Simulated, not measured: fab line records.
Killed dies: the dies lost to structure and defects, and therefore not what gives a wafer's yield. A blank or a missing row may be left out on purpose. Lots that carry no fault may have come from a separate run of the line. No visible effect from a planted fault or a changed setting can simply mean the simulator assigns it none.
What tool caused it? ; flow nand-harc ; 24 lots, 72 wafers sampled, at 6 steps of a route of 1302

WHAT THE GAUGES READ, wafer by wafer
Not one reading of a measure or inspect step in the record can be checked against a usual standard deviation.

WHICH TOOL RAN EACH LOT (tool, then ch and the chambers of the sampled wafers, then the start)
lot;NHARC_A_CHANNEL_HOLE_D2_ETCH_25;NHARC_A_CHANNEL_FILL_D2_CMP_10;NHARC_A_STAIRCASE_DEP_156;NHARC_A_STAIRCASE_ETCH_169;NHARC_A_STAIRCASE_STRIP_175;NHARC_A_STAIRCASE_ETCH_190
L074;har-etch-02 ch 0,1, day 12 22:14;cmp-02 ch 1,2,3, day 15 03:12;pecvd-02 ch 0,1,2, day 15 03:57;rie-diel-01 ch 0,1, day 15 04:50;plasma-asher-02 ch 0,1, day 15 10:10;rie-diel-01 ch 0,1, no start
L076;har-etch-01 ch 0,1, day 13 15:29;cmp-04 ch 2,3, day 15 20:01;pecvd-02 ch 1,2, day 15 20:53;rie-diel-01 ch 0,1, day 15 21:54;plasma-asher-01 ch 0,1, day 16 07:29;rie-diel-04 ch 0,2,3, no start
L075;har-etch-02 ch 0,1, day 13 20:02;cmp-02 ch 0,2,3, day 16 03:34;pecvd-03 ch 1,2, day 16 04:23;rie-diel-04 ch 0,2, day 16 05:26;plasma-asher-01 ch 0,1, day 16 09:33;rie-diel-07 ch 1,3, no start
L077;har-etch-02 ch 0,1, day 14 12:20;cmp-03 ch 0,2, day 16 19:35;pecvd-04 ch 0,1, day 16 20:16;rie-diel-04 ch 0,2, day 16 21:25;plasma-asher-02 ch 0,1, day 17 01:22;rie-diel-07 ch 1,3, no start
L078;har-etch-02 ch 0,1, day 14 22:50;cmp-04 ch 2,3, day 17 04:01;pecvd-02 ch 0,1, day 17 04:41;rie-diel-07 ch 2,3, day 17 05:44;plasma-asher-01 ch 0,1, day 17 09:45;rie-diel-01 ch 0,2,3, no start
L079;har-etch-02 ch 0,1, day 15 18:18;cmp-03 ch 0,2,3, day 18 01:00;pecvd-03 ch 0,1,2, day 18 01:41;rie-diel-01 ch 2,3, day 18 02:41;plasma-asher-02 ch 0,1, day 18 09:26;rie-diel-01 ch 0,1,3, no start
L080;har-etch-01 ch 0,1, day 15 18:55;cmp-02 ch 1,2,3, day 18 00:57;pecvd-03 ch 0,1,2, day 18 01:48;rie-diel-04 ch 2,3, day 18 02:50;plasma-asher-01 ch 0,1, day 18 10:12;rie-diel-04 ch 0,1,2, no start
L081;har-etch-01 ch 0, day 16 15:39;cmp-02 ch 1,2,3, day 19 02:41;pecvd-02 ch 0,1,2, day 19 03:34;rie-diel-07 ch 0,1,3, day 19 04:35;plasma-asher-01 ch 0,1, day 19 08:30;rie-diel-07 ch 0,1,2, no start
L082;har-etch-02 ch 0,1, day 16 18:19;cmp-04 ch 1,2,3, day 19 02:40;pecvd-02 ch 0,1,2, day 19 03:20;rie-diel-01 ch 0,1,3, day 19 04:25;plasma-asher-02 ch 0,1, day 19 08:20;rie-diel-07 ch 1,2,3, no start
L083;har-etch-01 ch 0,1, day 17 12:37;cmp-03 ch 0,2,3, day 19 17:10;pecvd-04 ch 0,1, day 19 17:49;rie-diel-01 ch 0,2,3, day 19 18:53;plasma-asher-02 ch 0,1, day 19 22:49;rie-diel-01 ch 2,3, no start
L086;har-etch-02 ch 0,1, day 17 23:18;cmp-04 ch 0,2,3, day 20 01:39;pecvd-02 ch 0,1,2, day 20 02:23;rie-diel-07 ch 2,3, day 20 03:24;plasma-asher-02 ch 0, day 20 08:02;rie-diel-04 ch 2,3, no start
L085;har-etch-01 ch 0,1, day 17 23:31;cmp-03 ch 0,1, day 20 01:39;pecvd-03 ch 0,1,2, day 20 02:24;rie-diel-01 ch 0,2, day 20 03:34;plasma-asher-02 ch 0,1, day 20 08:19;rie-diel-01 ch 0,2,3, no start
L084;har-etch-02 ch 0,1, day 18 03:19;cmp-02 ch 1,3, day 20 06:27;pecvd-04 ch 1,2, day 20 07:08;rie-diel-01 ch 1,2,3, day 20 08:04;plasma-asher-02 ch 0,1, day 20 12:07;rie-diel-07 ch 0,1,2, no start
L087;har-etch-01 ch 0,1, day 18 11:47;cmp-02 ch 0,1,3, day 20 13:17;pecvd-02 ch 0,1, day 20 14:00;rie-diel-07 ch 1,2,3, day 20 15:07;plasma-asher-02 ch 0,1, day 20 20:25;rie-diel-04 ch 0,1,2, no start
L088;har-etch-01 ch 0,1, day 19 11:13;cmp-02 ch 2,3, day 21 13:13;pecvd-02 ch 0,1,2, day 21 13:58;rie-diel-04 ch 1,2, day 21 14:49;plasma-asher-02 ch 0,1, day 21 18:49;rie-diel-04 ch 1,2, no start
L089;har-etch-01 ch 0,1, day 19 19:52;cmp-02 ch 0,1,3, day 22 00:32;pecvd-03 ch 0,1,2, day 22 01:14;rie-diel-07 ch 0,1,3, day 22 02:16;plasma-asher-02 ch 0,1, day 22 09:10;rie-diel-07 ch 0,1,3, no start
L090;har-etch-02 ch 0,1, day 20 00:16;cmp-03 ch 0,1,3, day 22 00:35;pecvd-04 ch 0,1,2, day 22 01:21;rie-diel-01 ch 0,2, day 22 02:26;plasma-asher-01 ch 0,1, day 22 09:28;rie-diel-01 ch 0,2, no start
L091;har-etch-02 ch 1, day 21 02:20;cmp-03 ch 1,2,3, day 23 07:27;pecvd-02 ch 0,1,2, day 23 08:08;rie-diel-01 ch 0,1, day 23 09:22;plasma-asher-01 ch 0,1, day 23 17:00;rie-diel-04 ch 1,2, no start
L092;har-etch-01 ch 0,1, day 21 07:13;cmp-04 ch 0,1,3, day 23 07:27;pecvd-03 ch 0,1,2, day 23 08:08;rie-diel-01 ch 0,1,2, day 23 09:12;plasma-asher-01 ch 0,1, day 23 16:18;rie-diel-01 ch 0,1,3, no start
L094;har-etch-01 ch 0,1, day 21 17:29;cmp-03 ch 0,1, day 23 19:28;pecvd-04 ch 0,1,2, day 23 20:13;rie-diel-01 ch 0,3, day 23 21:07;plasma-asher-02 ch 0,1, day 24 02:45;rie-diel-01 ch 0,1,2, no start
L093;har-etch-02 ch 0, day 21 19:40;cmp-02 ch 0,1,2, day 23 19:31;pecvd-04 ch 0,1, day 23 20:23;rie-diel-04 ch 1,2, day 23 21:25;plasma-asher-02 ch 0,1, day 24 02:03;rie-diel-04 ch 1,3, no start
L095;har-etch-02 ch 0,1, day 22 13:42;cmp-03 ch 0,1,3, day 24 16:21;pecvd-02 ch 0,1,2, day 24 17:02;rie-diel-07 ch 0,1,3, day 24 17:58;plasma-asher-02 ch 1, day 24 22:05;rie-diel-04 ch 0,1,3, no start
L097;har-etch-01 ch 0,1, day 22 21:22;cmp-03 ch 0,1, day 24 23:11;pecvd-02 ch 0,2, day 24 23:52;rie-diel-01 ch 0,1, day 25 01:18;plasma-asher-02 ch 0,1, day 25 06:05;rie-diel-01 ch 0,3, no start
L096;har-etch-02 ch 0,1, day 22 22:01;cmp-02 ch 1,2,3, day 24 23:10;pecvd-04 ch 1,2, day 24 23:51;rie-diel-01 ch 0,1,2, day 25 00:56;plasma-asher-02 ch 0,1, day 25 05:10;rie-diel-04 ch 0,1, no start
- NHARC_A_CHANNEL_HOLE_D2_ETCH_25: etches the open film in C4F8/O2/Ar, time 1040.2 s, target depth 1500 nm.
- NHARC_A_CHANNEL_FILL_D2_CMP_10: polishes, target thk 150 nm.
- NHARC_A_STAIRCASE_DEP_156: deposits SiNx, target thk 50 nm.
- NHARC_A_STAIRCASE_ETCH_169: etches the open film in CH3F/O2, target depth 50 nm, time 107.1 s.
- NHARC_A_STAIRCASE_STRIP_175: strips in O2.
- NHARC_A_STAIRCASE_ETCH_190: etches the open film in C4F8/O2, target depth 100 nm, time 40.5 s.

AS READ BY THE TOOLS THEMSELVES (means over the sampled wafers that have a number; for cases with no such wafer, the mark the record gives instead)
NHARC_A_CHANNEL_HOLE_D2_ETCH_25. Usual: c4f8-flow-sccm 93.77 sccm, standard deviation 0.29; drypump-motor-current-A 5.58 A, standard deviation 0.11; oes-air-line-au 1.003 a.u., standard deviation 0.018; showerhead-plenum-p-Torr 3.65 Torr, standard deviation 0.11; throttle-valve-pct 32.235 %, standard deviation 0.0094.
lot;tool;c4f8-flow-sccm (sccm);drypump-motor-current-A (A);oes-air-line-au (a.u.);showerhead-plenum-p-Torr (Torr);throttle-valve-pct (%);flag
L074;har-etch-02;94.08;5.54;0.998;3.64;32.239;
L076;har-etch-01;93.92;5.56;1.002;3.65;32.235;
L075;har-etch-02;93.60;5.56;0.998;3.64;32.233;
L077;har-etch-02;93.93;5.54;0.998;3.62;32.236;
L078;har-etch-02;93.45;5.58;1.014;3.64;32.243;
L079;har-etch-02;93.72;5.57;1.005;3.63;32.233;
L080;har-etch-01;93.89;5.56;1.012;3.64;32.234;
L081;har-etch-01;93.60;5.78;1.019;3.56;32.233;
L082;har-etch-02;93.70;5.52;0.999;3.61;32.238;
L083;har-etch-01;93.40;5.56;0.993;3.62;32.241;
L086;har-etch-02;93.79;5.55;1.001;3.82;32.240;
L085;har-etch-01;93.84;5.56;0.990;3.62;32.235;
L084;har-etch-02;94.07;5.55;1.006;3.73;32.239;
L087;har-etch-01;93.68;5.65;0.989;3.58;32.241;
L088;har-etch-01;94.06;5.64;1.011;3.57;32.237;
L089;har-etch-01;93.75;5.63;0.990;3.57;32.227;
L090;har-etch-02;93.84;5.58;0.999;3.72;32.236;
L091;har-etch-02;93.82;5.47;1.022;3.90;32.242;
L092;har-etch-01;93.70;5.63;1.009;3.56;32.225;
L094;har-etch-01;93.90;5.58;0.996;3.59;32.233;
L093;har-etch-02;93.54;5.62;1.004;3.60;32.241;
L095;har-etch-02;93.63;5.53;1.016;3.79;32.231;
L097;har-etch-01;93.65;5.55;0.995;3.58;32.231;
L096;har-etch-02;94.06;5.57;1.033;3.69;32.230;

NHARC_A_CHANNEL_FILL_D2_CMP_10. Usual: edge-zone-pressure-frac 1.000, standard deviation 0.0049; motor-current-A 12.1 A, standard deviation 1.2; time-to-endpoint-s 14.7 s, standard deviation 2.9.
lot;tool;edge-zone-pressure-frac;motor-current-A (A);time-to-endpoint-s (s);flag
L074;cmp-02;0.997;12.6;16.6;
L076;cmp-04;1.001;12.9;12.3;
L075;cmp-02;1.006;13.2;11.1;
L077;cmp-03;0.998;12.4;15.0;
L078;cmp-04;1.002;12.7;12.3;
L079;cmp-03;0.998;11.7;11.7;
L080;cmp-02;1.001;12.9;12.4;
L081;cmp-02;0.997;12.6;13.6;
L082;cmp-04;0.998;11.5;12.8;
L083;cmp-03;1.004;11.8;14.9;
L086;cmp-04;1.004;12.3;15.6;
L085;cmp-03;1.001;11.8;12.2;
L084;cmp-02;0.999;13.2;15.9;
L087;cmp-02;1.004;13.0;19.9;
L088;cmp-02;1.003;13.8;13.4;
L089;cmp-02;1.000;13.1;15.1;
L090;cmp-03;0.999;12.2;14.1;
L091;cmp-03;1.000;11.4;16.0;
L092;cmp-04;1.002;12.0;18.4;
L094;cmp-03;1.001;12.6;14.5;
L093;cmp-02;1.004;11.6;17.7;
L095;cmp-03;1.001;11.7;13.4;
L097;cmp-03;0.998;12.3;14.2;
L096;cmp-02;1.003;12.6;16.1;

NHARC_A_STAIRCASE_DEP_156. Usual: heater-power-w 694 W, standard deviation 77; rf-fwd-power-W 448.3 W, standard deviation 1.4.
lot;tool;heater-power-w (W);rf-fwd-power-W (W);flag
L074;pecvd-02;729;448.4;
L076;pecvd-02;648;448.5;
L075;pecvd-03;741;448.7;
L077;pecvd-04;771;447.6;
L078;pecvd-02;688;447.5;
L079;pecvd-03;686;447.7;
L080;pecvd-03;652;448.6;
L081;pecvd-02;708;448.8;
L082;pecvd-02;681;447.9;
L083;pecvd-04;738;450.1;
L086;pecvd-02;715;449.5;
L085;pecvd-03;649;447.2;
L084;pecvd-04;784;448.1;
L087;pecvd-02;648;447.6;
L088;pecvd-02;648;447.3;
L089;pecvd-03;689;447.3;
L090;pecvd-04;709;447.5;
L091;pecvd-02;661;448.6;
L092;pecvd-03;666;447.8;
L094;pecvd-04;725;449.2;
L093;pecvd-04;734;450.3;
L095;pecvd-02;705;449.4;
L097;pecvd-02;632;448.2;
L096;pecvd-04;735;448.2;

NHARC_A_STAIRCASE_ETCH_169. Usual: drypump-motor-current-A 5.8 A, standard deviation 0.36; oes-product-au 0.967 a.u., standard deviation 0.016; rf-fwd-power-W 497.1 W, standard deviation 1.6; rf-vpp-V 244.3 V, standard deviation 1.7; showerhead-plenum-p-Torr 2.46 Torr, standard deviation 0.11; throttle-valve-pct 20.663 %, standard deviation 0.0093.
lot;tool;drypump-motor-current-A (A);oes-product-au (a.u.);rf-fwd-power-W (W);rf-vpp-V (V);showerhead-plenum-p-Torr (Torr);throttle-valve-pct (%);flag
L074;rie-diel-01;5.9;0.977;497.1;242.6;2.36;20.658;
L076;rie-diel-01;5.9;0.982;497.6;242.6;2.36;20.668;
L075;rie-diel-04;5.7;0.970;499.2;246.0;2.57;20.668;
L077;rie-diel-04;5.7;0.937;497.8;245.3;2.54;20.664;
L078;rie-diel-07;5.2;0.965;497.5;244.6;2.45;20.663;
L079;rie-diel-01;6.1;0.967;498.2;244.4;2.46;20.657;
L080;rie-diel-04;5.6;0.979;497.4;245.2;2.50;20.661;
L081;rie-diel-07;5.5;0.968;496.5;245.8;2.59;20.665;
L082;rie-diel-01;6.1;0.975;496.2;242.9;2.38;20.667;
L083;rie-diel-01;5.9;0.979;495.9;243.6;2.43;20.668;
L086;rie-diel-07;5.3;0.965;495.6;244.3;2.44;20.671;
L085;rie-diel-01;5.7;0.971;495.2;244.4;2.43;20.663;
L084;rie-diel-01;6.1;0.975;498.6;243.7;2.40;20.660;
L087;rie-diel-07;5.5;0.936;496.3;245.2;2.53;20.669;
L088;rie-diel-04;5.6;0.963;498.0;245.0;2.51;20.660;
L089;rie-diel-07;5.5;0.953;496.1;245.7;2.58;20.654;
L090;rie-diel-01;5.7;0.975;495.7;242.9;2.40;20.667;
L091;rie-diel-01;5.9;0.961;497.2;242.7;2.34;20.666;
L092;rie-diel-01;5.9;0.969;499.2;243.1;2.37;20.662;
L094;rie-diel-01;5.9;0.990;496.6;242.9;2.39;20.665;
L093;rie-diel-04;5.6;0.955;498.4;244.6;2.50;20.669;
L095;rie-diel-07;5.5;0.969;496.4;245.8;2.58;20.654;
L097;rie-diel-01;5.9;0.945;494.1;244.2;2.46;20.657;
L096;rie-diel-01;5.9;0.967;497.4;244.5;2.49;20.664;

NHARC_A_STAIRCASE_STRIP_175. Usual: drypump-motor-current-A 5.73 A, standard deviation 0.28; heater-power-w 339 W, standard deviation 35.
lot;tool;drypump-motor-current-A (A);heater-power-w (W);flag
L074;plasma-asher-02;5.73;323;
L076;plasma-asher-01;6.00;350;
L075;plasma-asher-01;5.72;382;
L077;plasma-asher-02;5.62;325;
L078;plasma-asher-01;5.74;384;
L079;plasma-asher-02;5.70;317;
L080;plasma-asher-01;6.03;347;
L081;plasma-asher-01;5.99;350;
L082;plasma-asher-02;5.61;326;
L083;plasma-asher-02;5.72;327;
L086;plasma-asher-02;5.51;335;
L085;plasma-asher-02;5.74;322;
L084;plasma-asher-02;5.72;330;
L087;plasma-asher-02;5.62;326;
L088;plasma-asher-02;5.60;323;
L089;plasma-asher-02;5.60;331;
L090;plasma-asher-01;5.75;385;
L091;plasma-asher-01;5.74;369;
L092;plasma-asher-01;5.72;366;
L094;plasma-asher-02;5.61;324;
L093;plasma-asher-02;5.70;323;
L095;plasma-asher-02;5.81;323;
L097;plasma-asher-02;5.62;336;
L096;plasma-asher-02;5.71;324;

NHARC_A_STAIRCASE_ETCH_190. Usual: oes-product-au 0.942 a.u., standard deviation 0.011; rf-fwd-power-W 592.7 W, standard deviation 2.4; rf-vpp-V 897 V, standard deviation 5.3.
lot;tool;oes-product-au (a.u.);rf-fwd-power-W (W);rf-vpp-V (V);flag
L074;rie-diel-01;0.948;594.1;891;
L076;rie-diel-04;0.946;593.7;899;
L075;rie-diel-07;0.937;593.1;904;
L077;rie-diel-07;0.918;592.2;904;
L078;rie-diel-01;0.956;592.8;895;
L079;rie-diel-01;0.945;591.1;891;
L080;rie-diel-04;0.938;592.9;900;
L081;rie-diel-07;0.939;591.7;898;
L082;rie-diel-07;0.938;592.3;900;
L083;rie-diel-01;0.942;592.0;896;
L086;rie-diel-04;0.939;592.8;897;
L085;rie-diel-01;0.942;593.6;894;
L084;rie-diel-07;0.943;590.5;898;
L087;rie-diel-04;0.939;594.2;900;
L088;rie-diel-04;0.942;593.7;900;
L089;rie-diel-07;0.949;591.3;903;
L090;rie-diel-01;0.945;592.1;893;
L091;rie-diel-04;0.945;593.7;900;
L092;rie-diel-01;0.949;592.1;891;
L094;rie-diel-01;0.948;591.1;891;
L093;rie-diel-04;0.938;593.9;900;
L095;rie-diel-04;0.944;592.8;900;
L097;rie-diel-01;0.958;592.8;892;
L096;rie-diel-04;0.932;594.9;902;

THE ANSWER, worked out from the rows above alone
Rule: take the mean of a lot's wafers that have a number; if it is more than 3 standard deviations from the usual mean, the lot is off. A lot without any number at a reading at which 4 lots or more have one is off too. Any other lot the step has rows for is counted as sound. After the gauges, taken in route order, come the tools' own readings; for these a lot's mean is taken, as printed above. At the first step where some lot is off, the reading lying furthest off is the one used; lots without a number count as furthest.
Across all readings shown, no lot is off: no conclusion can be drawn from this.

WHAT HAD BEEN PUT IN BY THE SIMULATOR
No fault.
